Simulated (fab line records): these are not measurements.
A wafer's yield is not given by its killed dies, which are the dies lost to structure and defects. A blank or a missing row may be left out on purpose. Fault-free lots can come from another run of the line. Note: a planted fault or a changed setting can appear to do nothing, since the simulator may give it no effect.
Which tool is to blame? :: flow n5Finfet :: 9 lots, 27 wafers sampled, at 5 steps of a route of 1938

WHAT THE GAUGES READ, wafer by wafer
N5_BEOL_M4_RC_MEAS_101.
lot: L260
measured: day 10 02:08
on: prober-01
IOFF_N_LIN (nA/um): 0.065 0.070 0.079

lot: L262
measured: day 10 03:59
on: prober-02
IOFF_N_LIN (nA/um): 0.072 0.074 0.069

lot: L263
measured: day 10 09:19
on: prober-02
IOFF_N_LIN (nA/um): 0.076 0.076 0.080

lot: L265
measured: day 11 04:33
on: prober-01
IOFF_N_LIN (nA/um): 0.086 0.174 0.086

lot: L266
measured: day 11 02:43
on: prober-02
IOFF_N_LIN (nA/um): 0.078 0.156 0.067

lot: L267
measured: day 11 15:52
on: prober-02
IOFF_N_LIN (nA/um): 0.083 0.151 0.075

lot: L273
measured: day 13 13:46
on: prober-02
IOFF_N_LIN (nA/um): 0.069 0.056 0.074

lot: L274
measured: day 13 06:13
on: prober-01
IOFF_N_LIN (nA/um): 0.065 0.058 0.059

lot: L275
measured: day 13 09:01
on: prober-01
IOFF_N_LIN (nA/um): 0.074 0.060 0.081

EACH LOT AND THE TOOL THAT RAN IT (in order: tool; ch and the chambers of the sampled wafers; start)
lot: L260
N5_HKMG_FIN_STRIP_92: rieDiel-05 ch 0,1,3, day 6 03:00
N5_HKMG_FIN_STRIP_19: plasmaAsher-01 ch 0,1, day 6 03:08
N5_HKMG_FIN_ALD_91: aldMetal-02 ch 1,2,3, day 6 03:32
N5_HKMG_FIN_NWFM_ALD_20: aldMetal-04 ch 0,2,3, day 6 04:32

lot: L262
N5_HKMG_FIN_STRIP_92: rieDiel-02 ch 0,1,2, day 6 15:51
N5_HKMG_FIN_STRIP_19: plasmaAsher-01 ch 0,1, day 6 16:02
N5_HKMG_FIN_ALD_91: aldMetal-02 ch 0,3, day 6 16:25
N5_HKMG_FIN_NWFM_ALD_20: aldMetal-04 ch 0,3, day 6 17:41

lot: L263
N5_HKMG_FIN_STRIP_92: rieDiel-05 ch 0,2, day 7 03:23
N5_HKMG_FIN_STRIP_19: plasmaAsher-02 ch 0,1, day 7 03:32
N5_HKMG_FIN_ALD_91: aldMetal-02 ch 1,2,3, day 7 03:55
N5_HKMG_FIN_NWFM_ALD_20: aldMetal-02 ch 1,2,3, day 7 04:55

lot: L265
N5_HKMG_FIN_STRIP_92: rieDiel-05 ch 0,3, day 7 14:20
N5_HKMG_FIN_STRIP_19: plasmaAsher-01 ch 0,1, day 7 14:29
N5_HKMG_FIN_ALD_91: aldMetal-02 ch 2,3, day 7 14:53
N5_HKMG_FIN_NWFM_ALD_20: aldMetal-01 ch 1,2,3, day 7 15:57

lot: L266
N5_HKMG_FIN_STRIP_92: rieDiel-06 ch 0,2,3, day 7 23:35
N5_HKMG_FIN_STRIP_19: plasmaAsher-01 ch 0,1, day 7 23:57
N5_HKMG_FIN_ALD_91: aldMetal-02 ch 0,2,3, day 8 00:13
N5_HKMG_FIN_NWFM_ALD_20: aldMetal-01 ch 0,2,3, day 8 01:11

lot: L267
N5_HKMG_FIN_STRIP_92: rieDiel-02 ch 0,3, day 8 01:16
N5_HKMG_FIN_STRIP_19: plasmaAsher-02 ch 0,1, day 8 01:25
N5_HKMG_FIN_ALD_91: aldMetal-02 ch 0,2,3, day 8 01:48
N5_HKMG_FIN_NWFM_ALD_20: aldMetal-02 ch 2,3, day 8 02:47

lot: L273
N5_HKMG_FIN_STRIP_92: rieDiel-06 ch 0,1,2, day 9 12:01
N5_HKMG_FIN_STRIP_19: plasmaAsher-02 ch 0,1, day 9 12:16
N5_HKMG_FIN_ALD_91: aldMetal-04 ch 0,1,3, day 9 12:39
N5_HKMG_FIN_NWFM_ALD_20: aldMetal-04 ch 0,1,3, day 9 13:43

lot: L274
N5_HKMG_FIN_STRIP_92: rieDiel-06 ch 0,2, day 9 17:35
N5_HKMG_FIN_STRIP_19: plasmaAsher-01 ch 0, day 9 17:44
N5_HKMG_FIN_ALD_91: aldMetal-04 ch 1,3, day 9 18:07
N5_HKMG_FIN_NWFM_ALD_20: aldMetal-02 ch 0,2, day 9 19:05

lot: L275
N5_HKMG_FIN_STRIP_92: rieDiel-06 ch 0,1,2, day 10 01:14
N5_HKMG_FIN_STRIP_19: plasmaAsher-02 ch 0,1, day 10 01:30
N5_HKMG_FIN_ALD_91: aldMetal-04 ch 0,3, day 10 01:46
N5_HKMG_FIN_NWFM_ALD_20: aldMetal-04 ch 0,1,2, day 10 02:44
- N5_HKMG_FIN_STRIP_92: strips SOC in N2/H2, time 20 s.
- N5_HKMG_FIN_STRIP_19: strips in N2/H2, time 360 s.
- N5_HKMG_FIN_ALD_91: deposits TiN, target thk 1 nm, pulse time 1 s, purge time 3 s.
- N5_HKMG_FIN_NWFM_ALD_20: deposits TiAlC, target thk 2 nm, pulse time 3 s, purge time 2 s.

THE ANSWER, worked out from the rows above alone
Rule: what is usual is taken from the lots themselves. Put in order of their means at a reading, lots are off if they are a third of the lots or fewer, leave a main group of 4 or more, and stand apart from it by a gap of 3 or more times the standard deviation of the main group's means; of several such gaps the widest counts. The tables above print the reading to a certain number of digits; a main group whose means all agree to those digits is not used. Also off: a lot with no number at a reading for which 4 or more lots have one. The other lots that the step has rows for count as sound.
Off: L265, L266, L267, seen at N5_BEOL_M4_RC_MEAS_101 (IOFF_N_LIN). For the main group the mean is 0.070 nA/um and the standard deviation 0.0052.
A tool fits if, at a process step before that reading, it ran every lot that is off, and no sound lot after the first of them. Those tools and the gauges at N5_BEOL_M4_RC_MEAS_101 are tried in the same way. One candidate fits, namely aldMetal-02 at N5_HKMG_FIN_ALD_91. A fault onset in the window from L263 (day 7 03:55, its last sound lot) to L265 (day 7 14:53, its first lot off) fits.

WHAT THE SIMULATOR HAD INSERTED
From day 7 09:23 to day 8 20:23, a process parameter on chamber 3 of aldMetal-02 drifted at N5_HKMG_FIN_ALD_91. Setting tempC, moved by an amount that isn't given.
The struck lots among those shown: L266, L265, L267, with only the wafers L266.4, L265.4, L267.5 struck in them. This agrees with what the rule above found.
